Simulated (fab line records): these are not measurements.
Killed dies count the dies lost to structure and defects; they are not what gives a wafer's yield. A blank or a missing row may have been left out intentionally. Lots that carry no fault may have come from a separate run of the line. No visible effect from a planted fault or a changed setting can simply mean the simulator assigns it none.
The tool behind it: which one? / flow nandHarc / 36 wafers from 12 lots sampled at 2 of the route's 1302 steps

WHAT EACH GAUGE READ, for each wafer
NHARC_A_BONDPAD_OVL_MEAS_35.
lot=L075; measured=day 23 21:38; on=overlay-02; overlayXNm (nm)=-3 -4 -3
lot=L077; measured=day 24 09:49; on=overlay-02; overlayXNm (nm)=-4 -4 -4
lot=L076; measured=day 24 15:23; on=overlay-01; overlayXNm (nm)=0 0 0
lot=L081; measured=day 25 23:24; on=overlay-02; overlayXNm (nm)=0 0 0
lot=L085; measured=day 27 21:17; on=overlay-02; overlayXNm (nm)=-4 -4 -4
lot=L086; measured=day 28 08:53; on=overlay-01; overlayXNm (nm)=3 3 4
lot=L087; measured=day 28 18:34; on=overlay-01; overlayXNm (nm)=-4 -4 -3
lot=L089; measured=day 29 06:32; on=overlay-02; overlayXNm (nm)=9 8 9
lot=L091; measured=day 30 07:49; on=overlay-01; overlayXNm (nm)=5 5 5
lot=L093; measured=day 31 05:05; on=overlay-01; overlayXNm (nm)=-3 -3 -3
lot=L095; measured=day 31 16:10; on=overlay-01; overlayXNm (nm)=-2 -1 -1
lot=L097; measured=day 33 07:50; on=overlay-02; overlayXNm (nm)=-6 -6 -6

WHAT TOOL EACH LOT RAN ON (gives the tool, then ch and the chambers of the sampled wafers, and finally the start)
lot=L075; NHARC_A_M0_DEP_32=pecvd-02 ch 0,1, day 23 15:37
lot=L077; NHARC_A_M0_DEP_32=pecvd-04 ch 0,1,2, day 24 03:24
lot=L076; NHARC_A_M0_DEP_32=pecvd-01 ch 1,2, day 24 09:13
lot=L081; NHARC_A_M0_DEP_32=pecvd-01 ch 0,1,2, day 25 17:35
lot=L085; NHARC_A_M0_DEP_32=pecvd-02 ch 0,2, day 27 15:25
lot=L086; NHARC_A_M0_DEP_32=pecvd-01 ch 0,1,2, day 28 03:03
lot=L087; NHARC_A_M0_DEP_32=pecvd-02 ch 0,1, day 28 12:32
lot=L089; NHARC_A_M0_DEP_32=pecvd-01 ch 0,1,2, day 29 00:06
lot=L091; NHARC_A_M0_DEP_32=pecvd-01 ch 0,1,2, day 30 01:58
lot=L093; NHARC_A_M0_DEP_32=pecvd-01 ch 0,1, day 30 23:05
lot=L095; NHARC_A_M0_DEP_32=pecvd-01 ch 0,1,2, day 31 10:17
lot=L097; NHARC_A_M0_DEP_32=pecvd-02 ch 0,2, day 33 01:50
- NHARC_A_M0_DEP_32: deposits SiCN, target thk 30 nm.

THE ANSWER, worked out from the rows above alone
Rule: usual is defined by the lots themselves. The widest of any qualifying gaps counts: lots, ordered by their means at a reading, are off when they make up no more than a third of the lots, leave a main group of 4 or more, and stand apart from it by 3 or more times the standard deviation of that group's means. If all means in a main group match to the digits the tables above print for the reading, that group is not used. Also off: a lot with no number at a reading for which 4 or more lots have one. Any other lot the step has rows for is counted as sound.
No lot is off at any reading shown: from this, nothing can be told.

WHAT THE SIMULATOR HAD PUT IN
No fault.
